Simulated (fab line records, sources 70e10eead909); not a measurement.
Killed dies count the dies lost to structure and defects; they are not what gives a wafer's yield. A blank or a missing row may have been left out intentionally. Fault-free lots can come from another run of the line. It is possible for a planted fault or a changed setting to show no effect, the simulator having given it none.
fab line records    flow nand-harc
record: lots: 24  wafers: 72  last-day: 24
route steps=1159 shown A_SLIT@791 A_CONTACT@858
lots that met no fault: taken from a fault-free run of the same line
start-h: hours from the record's first day to the start of the lot's first wafer shown    wait-h: hours from the lot's prior step to this one    " as in the row above    L1.1+2: a row that stands for several wafers    - no value, or no start given    * or withheld: withheld    < > ~ a bound
route shown NAME@n: a module of which the file shows steps, and the number in the route of the first    usual: mean and standard deviation over wafers with no fault    same: alike in all rows    chamber/n: place in a boat    sites: per-site readings    _std_site: standard deviation of those values    _edge_site: outer sites' mean less inner sites'    radius-mm: for every site, how far away it sits from the centre of the wafer    mask NAME#n: copy n    behind: tool/chamber where the wafer was last shaped    hold: what put the lot on hold/how long, in hours/how the hold closed    device: transistor that didn't switch, given as n, p or np    end of line: the same wafers' tests at the end of the route    for a step that has no rows: nothing shown but its recipe    killed: not the wafer's yield, but the dies lost to structure and defects at the first sort    map: dies across one wafer; x = killed, . = not, _ = none there
set.NAME: the setting that was run; set.NAME@STEP: the one run at that earlier step    model.NAME: the simulator's own value behind a step, which no gauge read
one table for each step of the route and one row for each wafer, over a sample of lots
services: the hour from which a tool's chamber was out of use, counted from the record's first day as start-h (under 0 if before that day), plus the number of hours and why
== steps ==
step: NHARC_A_SLIT_OVL_MEAS_10
usual: overlay-x-nm: 0.2/0.73  overlay-y-nm: 0.2/0.78
lot.wafer  tool        chamber  start-h  wait-h  overlay-x-nm  overlay-y-nm
L075.2     overlay-01  -        331.82   -       0.4           0.3
L075.3     "           -        "        "       0.2           0.3
L075.5     "           -        "        "       0.2           0.8
L077.2     overlay-01  -        331.98   -       0.6           -1.3
L077.3     "           -        "        "       0.9           -1.1
L077.5     "           -        "        "       1.0           -1.4
L076.2     overlay-01  -        332.14   -       0.6           0.6
L076.3     "           -        "        "       1.1           0.4
L076.6     "           -        "        "       0.9           1.1
L074.2     overlay-01  -        343.32   -       -1.5          1.1
L074.4     "           -        "        "       -1.2          0.5
L074.6     "           -        "        "       -1.4          0.9
L078.2     overlay-02  -        343.94   -       0.0           -0.9
L078.3     "           -        "        "       -1.4          -1.1
L078.5     "           -        "        "       -0.2          -0.9
L080.2     overlay-02  -        347.59   -       0.3           0.2
L080.5     "           -        "        "       1.8           1.1
L080.6     "           -        "        "       0.9           1.2
L079.3     overlay-02  -        348.25   -       0.3           0.7
L079.4     "           -        "        "       0.0           0.5
L079.5     "           -        "        "       0.0           0.8
L082.2     overlay-02  -        362.73   -       1.3           0.5
L082.3     "           -        "        "       1.0           0.8
L082.6     "           -        "        "       1.0           0.5
L081.2     overlay-02  -        363.42   -       -0.1          -0.2
L081.4     "           -        "        "       0.2           0.1
L081.6     "           -        "        "       -0.4          0.0
L083.1     overlay-01  -        373.60   -       0.3           1.1
L083.2     "           -        "        "       0.1           1.1
L083.3     "           -        "        "       -0.1          1.0
L085.2     overlay-02  -        379.17   -       -0.9          -0.3
L085.3     "           -        "        "       -1.2          0.2
L085.4     "           -        "        "       -1.1          0.2
L084.3     overlay-01  -        381.21   -       -0.7          0.5
L084.4     "           -        "        "       -0.3          0.9
L084.5     "           -        "        "       -0.8          1.0
L087.1     overlay-01  -        391.50   -       -0.4          0.1
L087.3     "           -        "        "       -0.1          -0.4
L087.6     "           -        "        "       -0.3          -0.1
L088.2     overlay-02  -        391.70   -       0.7           -0.4
L088.5     "           -        "        "       0.3           -0.3
L088.6     "           -        "        "       1.0           -0.3
L086.1     overlay-02  -        392.71   -       0.2           -0.4
L086.3     "           -        "        "       -0.2          0.0
L086.4     "           -        "        "       0.1           -0.9
L090.2     overlay-02  -        417.10   -       1.2           -0.1
L090.5     "           -        "        "       1.4           0.2
L090.6     "           -        "        "       1.4           0.4
L089.1     overlay-02  -        419.07   -       -0.4          0.7
L089.2     "           -        "        "       -0.6          0.6
L089.6     "           -        "        "       -0.3          0.4
L094.3     overlay-01  -        426.14   -       -1.0          1.4
L094.4     "           -        "        "       -0.9          1.6
L094.5     "           -        "        "       -0.6          1.6
L091.2     overlay-02  -        428.16   -       -0.1          -0.4
L091.3     "           -        "        "       1.0           0.4
L091.6     "           -        "        "       0.4           0.4
L093.2     overlay-01  -        428.32   -       1.2           -0.9
L093.3     "           -        "        "       1.9           -1.0
L093.5     "           -        "        "       0.8           -0.7
L092.2     overlay-02  -        428.77   -       -0.4          -0.7
L092.3     "           -        "        "       0.1           -0.2
L092.6     "           -        "        "       -0.1          0.1
L096.3     overlay-01  -        446.58   -       0.4           1.2
L096.5     "           -        "        "       0.7           1.3
L096.6     "           -        "        "       0.1           1.0
L095.1     overlay-02  -        446.72   -       -0.2          0.8
L095.2     "           -        "        "       -0.6          0.6
L095.4     "           -        "        "       -0.2          0.9
L097.2     overlay-02  -        461.14   -       0.4           -0.9
L097.5     "           -        "        "       0.5           -0.3
L097.6     "           -        "        "       0.9           -0.3
step: NHARC_A_CONTACT_ETCH_48
recipe: target-depth-a: 390  over-etch-frac: 0.3  time-s: 65  ion-energy-ev: 80  cf4-flow-sccm: 150  ar-flow-sccm: 0  rf-w: 300  bias-w: 100  chemistry: CF4
usual: drypump-motor-current-A: 5.4/0.33  oes-product-au: 0.999/0.011  rf-vpp-V: 151.8/1.2  showerhead-plenum-p-Torr: 1.81/0.062  throttle-valve-pct: 13.284/0.0091
lot.wafer  tool         chamber  start-h  wait-h  drypump-motor-current-A  oes-product-au  rf-hours-counter-h  rf-vpp-V  showerhead-plenum-p-Torr  throttle-valve-pct
L076.3     rie-diel-07  0        375.36   0.1     5.1                      0.996           25                  151.8     1.80                      13.276
L076.2     "            1        "        "       5.5                      0.996           26                  152.4     1.86                      13.284
L076.6     "            1        "        "       5.5                      0.998           -                   152.1     1.86                      13.278
L075.3     rie-diel-06  1        376.52   0.2     5.0                      1.013           49                  151.2     1.71                      13.280
L075.2     "            2        "        "       5.5                      1.006           51                  153.6     1.89                      13.267
L075.5     "            0        "        "       5.7                      0.987           -                   149.1     1.67                      13.281
L077.2     rie-diel-07  2        379.58   0.1     5.4                      1.007           26                  151.3     1.81                      13.287
L077.3     "            3        "        "       5.6                      0.981           27                  151.9     1.87                      13.298
L077.5     "            1        "        "       5.5                      1.007           -                   152.5     1.86                      13.283
L080.2     rie-diel-07  2        388.83   0.1     5.5                      1.004           28                  151.3     1.81                      13.272
L080.5     "            0        "        "       5.0                      0.996           -                   153.2     1.80                      13.294
L080.6     "            2        "        "       5.4                      1.004           -                   151.5     1.81                      13.286
L078.3     rie-diel-07  2        393.97   0.1     5.5                      1.002           29                  152.0     1.81                      13.286
L078.2     "            0        "        "       5.0                      1.001           30                  152.2     1.80                      13.298
L078.5     "            0        "        "       5.1                      0.997           -                   151.4     1.80                      13.290
L079.3     rie-diel-07  0        398.97   0.1     5.1                      1.011           32                  149.8     1.80                      13.294
L079.4     "            3        "        "       5.6                      0.983           -                   152.5     1.87                      13.277
L079.5     "            0        "        "       5.1                      1.004           -                   151.1     1.80                      13.288
L074.2     rie-diel-07  3        401.53   0.1     5.6                      0.981           33                  152.9     1.87                      13.271
L074.6     "            0        "        "       5.1                      1.000           -                   152.4     1.80                      13.293
L074.4     "            2        "        "       5.4                      1.002           -                   152.1     1.80                      13.287
L081.2     rie-diel-06  0        407.56   0.1     5.7                      0.985           60                  150.6     1.67                      13.296
L081.4     "            1        "        "       5.0                      1.014           59                  151.6     1.71                      13.276
L081.6     "            0        "        "       5.7                      0.990           -                   149.9     1.67                      13.287
L082.2     rie-diel-03  2        408.48   0.1     4.7                      1.006           2                   151.8     1.82                      13.302
L082.3     "            3        "        "       5.5                      1.005           2                   151.7     1.89                      13.278
L082.6     "            2        "        "       4.7                      1.010           -                   152.4     1.82                      13.282
L083.1     rie-diel-07  0        423.32   0.1     5.0                      1.006           2                   151.8     1.80                      13.286
L083.2     "            2        "        "       5.4                      0.982           2                   152.5     1.80                      13.278
L083.3     "            3        "        "       5.6                      0.999           2                   152.0     1.87                      13.291
L085.4     rie-diel-07  3        426.41   0.1     5.6                      0.999           3                   151.3     1.86                      13.281
L085.3     "            0        "        "       5.0                      1.005           4                   151.8     1.80                      13.276
L085.2     "            1        "        "       5.5                      1.008           3                   153.5     1.86                      13.281
L084.3     rie-diel-07  1        433.13   0.1     5.5                      1.007           4                   153.6     1.86                      13.267
L084.4     "            2        "        "       5.5                      0.984           4                   152.0     1.80                      13.283
L084.5     "            1        "        "       5.5                      1.008           -                   152.4     1.86                      13.284
L088.2     rie-diel-06  2        437.28   0.1     5.5                      1.001           2                   152.9     1.89                      13.274
L088.6     "            3        "        "       6.1                      0.987           -                   150.9     1.67                      13.296
L088.5     "            2        "        "       5.6                      1.006           -                   153.0     1.89                      13.285
L087.1     rie-diel-03  1        437.85   0.1     6.3                      1.007           15                  151.8     1.79                      13.292
L087.3     "            2        "        "       4.7                      1.007           14                  152.4     1.81                      13.297
L087.6     "            1        "        "       6.3                      0.996           -                   152.6     1.79                      13.289
L086.1     rie-diel-07  0        444.82   0.1     5.1                      1.006           7                   152.2     1.80                      13.272
L086.3     "            1        "        "       5.5                      0.994           7                   153.2     1.86                      13.297
L086.4     "            2        "        "       5.4                      0.990           7                   152.4     1.80                      13.285
L089.1     rie-diel-07  1        465.37   0.1     5.5                      1.004           11                  152.5     1.86                      13.276
L089.2     "            0        "        "       5.1                      1.005           11                  151.7     1.80                      13.293
L089.6     "            2        "        "       5.4                      0.987           -                   149.6     1.80                      13.269
L090.2     rie-diel-07  3        467.71   0.1     5.6                      0.991           12                  151.2     1.86                      13.292
L090.5     "            0        "        "       5.1                      1.001           -                   151.9     1.80                      13.272
L090.6     "            1        "        "       5.5                      1.008           -                   151.2     1.86                      13.283
L094.4     rie-diel-07  3        469.17   0.1     5.6                      0.992           12                  152.0     1.86                      13.297
L094.3     "            1        "        "       5.5                      1.009           12                  154.3     1.86                      13.296
L094.5     "            3        "        "       5.6                      0.980           -                   152.9     1.86                      13.277
L091.2     rie-diel-06  3        477.90   2.4     6.1                      0.986           18                  149.5     1.66                      13.272
L091.3     "            1        "        "       5.0                      1.009           18                  151.8     1.70                      13.275
L091.6     "            1        "        "       5.0                      1.002           -                   151.1     1.70                      13.286
L092.3     rie-diel-03  0        481.08   0.1     5.5                      1.011           29                  151.5     1.73                      13.298
L092.2     "            1        "        "       6.3                      0.998           30                  152.6     1.79                      13.268
L092.6     "            2        "        "       4.6                      1.008           -                   152.6     1.81                      13.259
L093.2     rie-diel-07  1        485.15   0.1     5.5                      1.007           16                  151.6     1.86                      13.292
L093.3     "            2        "        "       5.4                      0.977           15                  151.6     1.80                      13.284
L093.5     "            0        "        "       5.1                      1.006           -                   152.1     1.80                      13.285
L095.1     rie-diel-07  0        494.41   0.1     5.1                      1.013           18                  152.2     1.80                      13.277
L095.2     "            2        "        "       5.4                      0.991           17                  151.7     1.80                      13.273
L095.4     "            3        "        "       5.6                      0.994           16                  152.4     1.86                      13.292
L096.3     rie-diel-07  0        498.34   0.2     5.1                      1.016           19                  153.1     1.79                      13.277
L096.5     "            3        "        "       5.6                      0.989           -                   151.9     1.86                      13.292
L096.6     "            0        "        "       5.1                      1.012           -                   152.8     1.80                      13.289
L097.2     rie-diel-07  3        506.51   0.1     5.6                      0.990           18                  154.0     1.86                      13.287
L097.5     "            3        "        "       5.6                      0.985           -                   152.9     1.86                      13.271
L097.6     "            0        "        "       5.1                      1.023           -                   151.9     1.79                      13.288
step: NHARC_A_CONTACT_ETCH_113
recipe: source-w: withheld  pressure-mtorr: 20  bias-v: 3000  time-s: 94  target-depth-a: 9220  ar-flow-sccm: withheld  c4f8-flow-sccm: withheld  o2-flow-sccm: withheld  chemistry: C4F8/O2/Ar
lot.wafer  tool             chamber  start-h  wait-h  rf-hours-counter-h
L076.2     har-cap-etch-03  0        377.07   0.1     82
L076.3     "                0        "        "       -
L076.6     "                1        "        "       -
L075.2     har-cap-etch-02  1        377.99   0.1     12
L075.3     "                0        "        "       -
L075.5     "                0        "        "       -
L077.2     har-cap-etch-01  1        381.05   0.1     56
L077.3     "                1        "        "       -
L077.5     "                0        "        "       -
L080.2     har-cap-etch-03  1        390.50   0.1     85
L080.5     "                1        "        "       -
L080.6     "                0        "        "       -
L078.2     har-cap-etch-02  1        395.67   0.1     16
L078.3     "                0        "        "       -
L078.5     "                1        "        "       -
L079.3     har-cap-etch-03  1        400.68   0.1     -
L079.4     "                0        "        "       -
L079.5     "                1        "        "       -
L074.2     har-cap-etch-02  0        403.48   0.1     17
L074.4     "                0        "        "       -
L074.6     "                1        "        "       -
L081.2     har-cap-etch-01  0        409.59   0.1     62
L081.4     "                1        "        "       -
L081.6     "                0        "        "       -
L082.2     har-cap-etch-03  1        410.12   0.1     89
L082.3     "                0        "        "       -
L082.6     "                0        "        "       -
L083.2     har-cap-etch-01  0        424.95   0.1     65
L083.1     "                1        "        "       65
L083.3     "                0        "        "       -
L085.2     har-cap-etch-03  0        427.93   0.1     91
L085.3     "                1        "        "       -
L085.4     "                0        "        "       -
L084.3     har-cap-etch-03  1        434.62   0.1     -
L084.4     "                0        "        "       -
L084.5     "                0        "        "       -
L088.2     har-cap-etch-02  1        438.90   0.1     24
L088.6     "                1        "        "       -
L088.5     "                0        "        "       -
L087.1     har-cap-etch-03  1        439.60   0.1     94
L087.3     "                0        "        "       -
L087.6     "                0        "        "       -
L086.1     har-cap-etch-03  1        446.39   0.1     95
L086.3     "                1        "        "       -
L086.4     "                0        "        "       -
L089.2     har-cap-etch-02  0        466.85   0.1     29
L089.1     "                1        "        "       29
L089.6     "                1        "        "       -
L090.2     har-cap-etch-01  0        469.17   0.1     72
L090.6     "                1        "        "       -
L090.5     "                0        "        "       -
L094.3     har-cap-etch-03  0        470.77   0.1     -
L094.4     "                1        "        "       -
L094.5     "                1        "        "       -
L091.2     har-cap-etch-03  0        479.60   0.1     99
L091.3     "                0        "        "       -
L091.6     "                1        "        "       -
L092.2     har-cap-etch-01  1        482.67   0.1     75
L092.3     "                0        "        "       -
L092.6     "                1        "        "       -
L093.2     har-cap-etch-02  1        486.94   0.1     33
L093.3     "                0        "        "       -
L093.5     "                0        "        "       -
L095.1     har-cap-etch-02  0        495.97   0.1     36
L095.2     "                1        "        "       36
L095.4     "                0        "        "       -
L096.3     har-cap-etch-03  0        499.93   0.1     -
L096.5     "                0        "        "       -
L096.6     "                1        "        "       -
L097.2     har-cap-etch-02  1        508.64   0.1     38
L097.5     "                1        "        "       -
L097.6     "                0        "        "       -
step: NHARC_A_CONTACT_ETCH_102
recipe: target-depth-a: 700  overetch-a: 70  time-s: 38.5  ion-energy-ev: 100  cf4-flow-sccm: 80  o2-flow-sccm: 20  ar-flow-sccm: 0  rf-w: 300  bias-w: 100  chemistry: CF4/O2
usual: drypump-motor-current-A: 5.5/0.41  oes-product-au: 0.999/0.011  rf-vpp-V: 198.0/1.4  showerhead-plenum-p-Torr: 1.35/0.062  throttle-valve-pct: 13.397/0.0087
lot.wafer  tool         chamber  start-h  wait-h  drypump-motor-current-A  oes-product-au  rf-hours-counter-h  rf-vpp-V  showerhead-plenum-p-Torr  throttle-valve-pct
L076.2     rie-diel-07  3        379.10   0.1     5.6                      0.988           26                  201.0     1.41                      13.399
L076.3     "            0        "        "       5.1                      0.995           26                  198.9     1.36                      13.389
L076.6     "            0        "        "       5.0                      1.008           -                   197.6     1.36                      13.405
L075.3     rie-diel-03  1        380.01   0.1     6.3                      1.020           58                  197.8     1.36                      13.396
L075.2     "            2        "        "       4.7                      0.984           55                  198.0     1.37                      13.397
L075.5     "            1        "        "       6.2                      1.003           -                   198.0     1.36                      13.412
L077.3     rie-diel-06  0        383.06   0.1     5.7                      0.996           52                  196.3     1.26                      13.401
L077.2     "            2        "        "       5.5                      1.000           52                  198.8     1.43                      13.390
L077.5     "            0        "        "       5.7                      0.992           -                   196.8     1.26                      13.393
L080.2     rie-diel-07  3        392.56   0.1     5.6                      0.984           30                  199.5     1.41                      13.398
L080.6     "            2        "        "       5.5                      1.007           -                   198.5     1.36                      13.389
L080.5     "            0        "        "       5.0                      1.006           -                   197.8     1.36                      13.389
L078.2     rie-diel-07  3        397.81   0.1     5.6                      0.973           31                  198.8     1.41                      13.393
L078.3     "            2        "        "       5.4                      1.005           30                  200.0     1.36                      13.389
L078.5     "            2        "        "       5.4                      0.995           -                   197.0     1.36                      13.395
L079.4     rie-diel-03  1        402.74   0.1     6.2                      1.017           0                   197.6     1.36                      13.395
L079.3     "            3        "        "       5.5                      0.993           0                   198.9     1.43                      13.406
L079.5     "            2        "        "       4.7                      1.012           -                   198.3     1.37                      13.394
L074.2     rie-diel-06  3        405.58   0.0     6.1                      0.996           56                  196.6     1.26                      13.399
L074.4     "            1        "        "       5.0                      1.009           58                  196.4     1.29                      13.398
L074.6     "            0        "        "       5.7                      0.996           -                   197.9     1.26                      13.393
L081.2     rie-diel-06  2        411.91   0.1     5.6                      1.007           63                  200.8     1.43                      13.400
L081.4     "            0        "        "       5.7                      1.001           63                  196.7     1.26                      13.389
L081.6     "            3        "        "       6.1                      0.994           -                   196.3     1.25                      13.397
L082.3     rie-diel-06  2        412.58   0.1     5.5                      1.002           63                  199.3     1.43                      13.414
L082.2     "            0        "        "       5.7                      0.989           63                  196.7     1.26                      13.406
L082.6     "            2        "        "       5.6                      0.998           -                   200.9     1.43                      13.399
L083.3     rie-diel-03  3        427.19   0.1     5.5                      0.989           10                  199.0     1.43                      13.386
L083.1     "            1        "        "       6.3                      0.996           12                  199.9     1.36                      13.398
L083.2     "            2        "        "       4.7                      1.004           11                  198.5     1.37                      13.401
L085.3     rie-diel-07  3        429.93   0.1     5.6                      0.987           4                   198.5     1.41                      13.407
L085.4     "            1        "        "       5.5                      1.018           4                   198.9     1.41                      13.380
L085.2     "            2        "        "       5.4                      0.993           4                   196.8     1.36                      13.393
L084.3     rie-diel-06  1        436.64   0.1     5.0                      1.002           2                   198.6     1.29                      13.403
L084.5     "            3        "        "       6.1                      0.985           -                   196.9     1.25                      13.390
L084.4     "            1        "        "       5.0                      0.999           -                   196.5     1.29                      13.399
L088.2     rie-diel-07  0        440.92   0.1     5.1                      1.008           6                   197.5     1.36                      13.384
L088.5     "            3        "        "       5.6                      1.001           -                   199.6     1.41                      13.412
L088.6     "            0        "        "       5.1                      1.009           -                   197.9     1.36                      13.407
L087.3     rie-diel-06  0        441.68   0.1     5.7                      0.989           2                   196.1     1.26                      13.389
L087.1     "            1        "        "       5.0                      1.006           4                   195.9     1.29                      13.398
L087.6     "            2        "        "       5.6                      1.000           -                   200.5     1.43                      13.401
L086.4     rie-diel-06  2        448.55   0.1     5.5                      0.998           7                   198.5     1.43                      13.403
L086.3     "            3        "        "       6.1                      0.992           7                   196.0     1.25                      13.407
L086.1     "            0        "        "       5.7                      0.992           4                   197.2     1.26                      13.410
L089.1     rie-diel-06  3        468.89   0.1     6.1                      0.998           15                  194.6     1.25                      13.396
L089.2     "            0        "        "       5.7                      0.993           12                  195.4     1.25                      13.390
L089.6     "            1        "        "       5.0                      0.996           -                   197.9     1.28                      13.411
L090.2     rie-diel-07  3        471.19   0.1     5.6                      0.991           13                  199.0     1.41                      13.381
L090.6     "            0        "        "       5.1                      1.003           -                   198.1     1.36                      13.406
L090.5     "            1        "        "       5.5                      1.012           -                   199.9     1.41                      13.395
L094.3     rie-diel-06  1        473.19   0.1     5.0                      0.998           15                  196.7     1.28                      13.399
L094.4     "            0        "        "       5.6                      0.976           -                   195.5     1.25                      13.398
L094.5     "            1        "        "       5.0                      0.998           -                   197.7     1.28                      13.415
L091.2     rie-diel-03  0        482.25   0.1     5.5                      1.012           30                  196.5     1.30                      13.395
L091.3     "            2        "        "       4.7                      1.006           30                  197.6     1.37                      13.393
L091.6     "            3        "        "       5.5                      0.996           -                   198.3     1.43                      13.385
L092.2     rie-diel-07  2        484.75   0.1     5.4                      0.991           15                  198.5     1.36                      13.398
L092.3     "            0        "        "       5.0                      1.016           16                  198.6     1.36                      13.399
L092.6     "            0        "        "       5.0                      1.011           -                   196.6     1.36                      13.402
L093.3     rie-diel-07  2        489.11   0.1     5.4                      0.980           16                  198.7     1.36                      13.393
L093.2     "            3        "        "       5.6                      0.989           15                  199.6     1.41                      13.375
L093.5     "            1        "        "       5.5                      1.010           -                   199.7     1.41                      13.394
L095.2     rie-diel-07  0        498.06   0.1     5.1                      1.020           19                  198.9     1.36                      13.390
L095.1     "            1        "        "       5.5                      1.012           19                  199.7     1.41                      13.390
L095.4     "            2        "        "       5.5                      0.985           18                  198.8     1.36                      13.405
L096.3     rie-diel-03  0        502.89   0.1     5.5                      1.012           35                  196.1     1.30                      13.401
L096.6     "            2        "        "       4.7                      1.019           -                   198.7     1.37                      13.399
L096.5     "            3        "        "       5.5                      0.993           -                   199.1     1.42                      13.396
L097.2     rie-diel-03  2        510.74   0.1     4.7                      1.016           41                  198.2     1.36                      13.399
L097.6     "            1        "        "       6.3                      0.994           -                   197.6     1.35                      13.402
L097.5     "            2        "        "       4.7                      1.032           -                   196.9     1.36                      13.406
step: NHARC_A_CONTACT_CD_MEAS_69
recipe: target-cd-nm: 200  landing-energy-ev: 500
usual: cd-nm: 200.0/0.53
same: landing-energy-ev: 500
lot.wafer  tool       chamber  start-h  wait-h  cd-nm
L076.2     cd-sem-02  0        382.85   -       199.5
L076.3     "          0        "        "       199.6
L076.6     "          0        "        "       199.3
L075.2     cd-sem-02  0        384.34   -       200.3
L075.3     "          0        "        "       200.6
L075.5     "          0        "        "       198.9
L077.2     cd-sem-03  0        386.06   -       199.5
L077.3     "          0        "        "       199.8
L077.5     "          0        "        "       199.9
L080.2     cd-sem-01  0        397.47   -       200.3
L080.5     "          0        "        "       199.6
L080.6     "          0        "        "       199.2
L078.2     cd-sem-03  0        401.40   -       199.5
L078.3     "          0        "        "       199.8
L078.5     "          0        "        "       200.1
L079.3     cd-sem-01  0        406.53   -       200.2
L079.4     "          0        "        "       200.5
L079.5     "          0        "        "       201.0
L074.2     cd-sem-01  0        408.75   -       200.3
L074.4     "          0        "        "       200.0
L074.6     "          0        "        "       200.2
L081.2     cd-sem-02  0        417.58   -       199.6
L081.4     "          0        "        "       200.7
L081.6     "          0        "        "       200.6
L082.2     cd-sem-03  0        419.18   -       200.3
L082.3     "          0        "        "       199.9
L082.6     "          0        "        "       200.6
L083.1     cd-sem-02  0        432.27   -       199.6
L083.2     "          0        "        "       199.7
L083.3     "          0        "        "       199.7
L085.2     cd-sem-02  0        435.33   -       199.5
L085.3     "          0        "        "       199.8
L085.4     "          0        "        "       200.7
L084.3     cd-sem-03  0        441.10   -       199.4
L084.4     "          0        "        "       200.1
L084.5     "          0        "        "       199.6
L088.2     cd-sem-02  0        444.08   -       200.0
L088.5     "          0        "        "       200.2
L088.6     "          0        "        "       199.6
L087.1     cd-sem-02  0        445.67   -       199.8
L087.3     "          0        "        "       200.5
L087.6     "          0        "        "       199.9
L086.1     cd-sem-02  0        451.70   -       199.2
L086.3     "          0        "        "       199.9
L086.4     "          0        "        "       199.6
L089.1     cd-sem-02  0        471.94   -       200.3
L089.2     "          0        "        "       200.0
L089.6     "          0        "        "       199.3
L090.2     cd-sem-02  0        474.30   -       199.1
L090.5     "          0        "        "       200.1
L090.6     "          0        "        "       200.0
L094.3     cd-sem-02  0        478.44   -       200.4
L094.4     "          0        "        "       200.5
L094.5     "          0        "        "       201.8
L091.2     cd-sem-02  0        486.50   -       200.0
L091.3     "          0        "        "       200.7
L091.6     "          0        "        "       200.7
L092.2     cd-sem-01  0        488.22   -       200.7
L092.3     "          0        "        "       200.1
L092.6     "          0        "        "       200.3
L093.2     cd-sem-02  0        492.40   -       200.7
L093.3     "          0        "        "       200.3
L093.5     "          0        "        "       200.3
L095.1     cd-sem-02  0        501.41   -       199.9
L095.2     "          0        "        "       199.9
L095.4     "          0        "        "       198.9
L096.3     cd-sem-02  0        506.79   -       199.7
L096.5     "          0        "        "       199.8
L096.6     "          0        "        "       199.4
L097.2     cd-sem-02  0        513.88   -       199.2
L097.5     "          0        "        "       199.4
L097.6     "          0        "        "       200.1
step: NHARC_A_CONTACT_ETCH_125
recipe: source-w: withheld  pressure-mtorr: 20  bias-v: 1200  time-s: 155  target-depth-a: 9560  ar-flow-sccm: withheld  c4f8-flow-sccm: withheld  o2-flow-sccm: withheld  chemistry: C4F8/O2/Ar
lot.wafer  tool             chamber  start-h  wait-h  rf-hours-counter-h
L076.2     har-cap-etch-03  0        384.59   0.2     83
L076.3     "                1        "        "       -
L076.6     "                1        "        "       -
L075.2     har-cap-etch-02  1        385.92   0.2     13
L075.3     "                0        "        "       -
L075.5     "                0        "        "       -
L077.2     har-cap-etch-01  0        387.82   0.2     57
L077.3     "                1        "        "       -
L077.5     "                1        "        "       -
L080.2     har-cap-etch-01  1        399.27   0.2     59
L080.6     "                1        "        "       -
L080.5     "                0        "        "       -
L078.2     har-cap-etch-01  0        403.99   0.2     61
L078.3     "                0        "        "       -
L078.5     "                0        "        "       -
L079.3     har-cap-etch-02  0        408.37   0.1     -
L079.4     "                1        "        "       -
L079.5     "                1        "        "       -
L074.2     har-cap-etch-02  1        412.59   0.2     19
L074.4     "                1        "        "       -
L074.6     "                0        "        "       -
L081.2     har-cap-etch-01  1        419.08   0.2     64
L081.4     "                1        "        "       -
L081.6     "                0        "        "       -
L082.2     har-cap-etch-02  0        420.69   0.2     21
L082.3     "                0        "        "       -
L082.6     "                0        "        "       -
L083.1     har-cap-etch-02  1        433.90   0.2     23
L083.2     "                0        "        "       23
L083.3     "                1        "        "       -
L085.2     har-cap-etch-01  1        436.88   0.2     67
L085.4     "                1        "        "       -
L085.3     "                0        "        "       -
L084.4     har-cap-etch-02  1        442.79   0.2     -
L084.3     "                0        "        "       -
L084.5     "                0        "        "       -
L088.2     har-cap-etch-01  0        445.87   0.2     69
L088.5     "                0        "        "       -
L088.6     "                1        "        "       -
L087.1     har-cap-etch-02  1        447.27   0.2     27
L087.3     "                1        "        "       -
L087.6     "                0        "        "       -
L086.1     har-cap-etch-02  1        453.27   0.2     28
L086.4     "                1        "        "       -
L086.3     "                0        "        "       -
L089.1     har-cap-etch-02  0        473.53   0.2     30
L089.2     "                1        "        "       30
L089.6     "                1        "        "       -
L090.2     har-cap-etch-01  0        475.85   0.2     73
L090.5     "                0        "        "       -
L090.6     "                1        "        "       -
L094.3     har-cap-etch-02  1        480.08   0.2     -
L094.4     "                0        "        "       -
L094.5     "                1        "        "       -
L091.2     har-cap-etch-03  0        488.37   0.2     101
L091.3     "                1        "        "       -
L091.6     "                0        "        "       -
L092.2     har-cap-etch-02  1        489.96   0.2     34
L092.3     "                1        "        "       -
L092.6     "                1        "        "       -
L093.2     har-cap-etch-01  1        493.93   0.2     77
L093.3     "                0        "        "       -
L093.5     "                1        "        "       -
L095.2     har-cap-etch-01  0        503.10   0.2     79
L095.1     "                1        "        "       79
L095.4     "                0        "        "       -
L096.3     har-cap-etch-01  1        509.33   0.1     -
L096.5     "                0        "        "       -
L096.6     "                1        "        "       -
L097.2     har-cap-etch-01  0        515.39   0.2     82
L097.5     "                0        "        "       -
L097.6     "                1        "        "       -
== services ==
tool         chamber  start-h  hours  kind
rie-diel-07  0        359.95   -      clean
rie-diel-07  1        359.95   -      clean
rie-diel-07  2        359.95   -      clean
rie-diel-07  3        359.95   -      clean
rie-diel-07  2        368.52   7.9    repair
rie-diel-03  1        370.70   3.7    repair
rie-diel-03  2        373.90   5.3    repair
rie-diel-07  1        381.97   31.8   repair
rie-diel-07  0        384.66   -      clean
rie-diel-07  2        384.66   -      clean
rie-diel-07  3        384.66   -      clean
rie-diel-03  -        392.98   9.0    pm
rie-diel-07  -        405.26   9.0    pm
rie-diel-07  0        405.26   9.0    vent-cycle
rie-diel-07  2        405.26   9.0    vent-cycle
rie-diel-07  3        405.26   9.0    vent-cycle
rie-diel-07  0        414.26   -      clean
rie-diel-06  -        418.51   9.0    pm
rie-diel-06  0        431.42   6.5    repair
rie-diel-07  2        448.88   4.5    repair
rie-diel-06  2        464.73   36.3   repair
rie-diel-07  3        479.40   6.8    repair
rie-diel-03  0        483.23   6.2    repair
rie-diel-03  3        496.21   1.4    repair
== key ==
fault none
